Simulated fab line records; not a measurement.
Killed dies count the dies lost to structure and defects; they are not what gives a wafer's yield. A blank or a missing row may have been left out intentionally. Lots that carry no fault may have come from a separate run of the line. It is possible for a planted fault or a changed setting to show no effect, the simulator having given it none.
Chamber matching + flow n5 finfet + 4 sister chambers for N5_SPACER0_ALD_07 on ald sin-04
The step deposits SiNx, target thk 2 nm. 7 wafers are shown with their chamber, then 7 later ones without.

## WAFERS PAIRED WITH THEIR CHAMBERS
| wafer  | chamber | heater power w (W) |
|--------|---------|--------------------|
| L766.5 | 3       | 710                |
| L769.2 | 3       | 690                |
| L769.4 | 1       | 973                |
| L771.4 | 2       | 889                |
| L771.6 | 0       | 813                |
| L782.3 | 2       | 889                |
| L782.5 | 0       | 804                |

## WAFERS MISSING THEIR CHAMBER
| wafer  | heater power w (W) |
|--------|--------------------|
| L782.6 | 714                |
| L784.1 | 908                |
| L784.2 | 920                |
| L784.3 | 729                |
| L785.1 | 888                |
| L785.2 | 718                |
| L785.4 | 945                |

## WHICH CHAMBER EACH WENT THROUGH
| wafer  | from the rows above | in truth                   |
|--------|---------------------|----------------------------|
| L782.6 | 3                   | 3                          |
| L784.1 | 2                   | 2                          |
| L784.2 | 2                   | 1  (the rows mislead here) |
| L784.3 | 3                   | 3                          |
| L785.1 | 2                   | 2                          |
| L785.2 | 3                   | 3                          |
| L785.4 | 1                   | 1                          |
Placed correctly: 6 of 7. Not placeable from these rows: 0. Wrongly placed: 1.
How it was worked out, from the rows above alone: a wafer's distance from a chamber is the root of the sum, over the readings, of the square of ((its reading less the chamber's mean) divided by the reading's scatter). The wafer belongs to the nearest chamber; if the next one is less than 2 further off, it can't be placed. For every chamber, the mean is computed from those of its wafers that are shown. The scatter: the root of (the sum of the squares of (reading less its chamber's mean) over the shown wafers, divided by (wafers less chambers)).
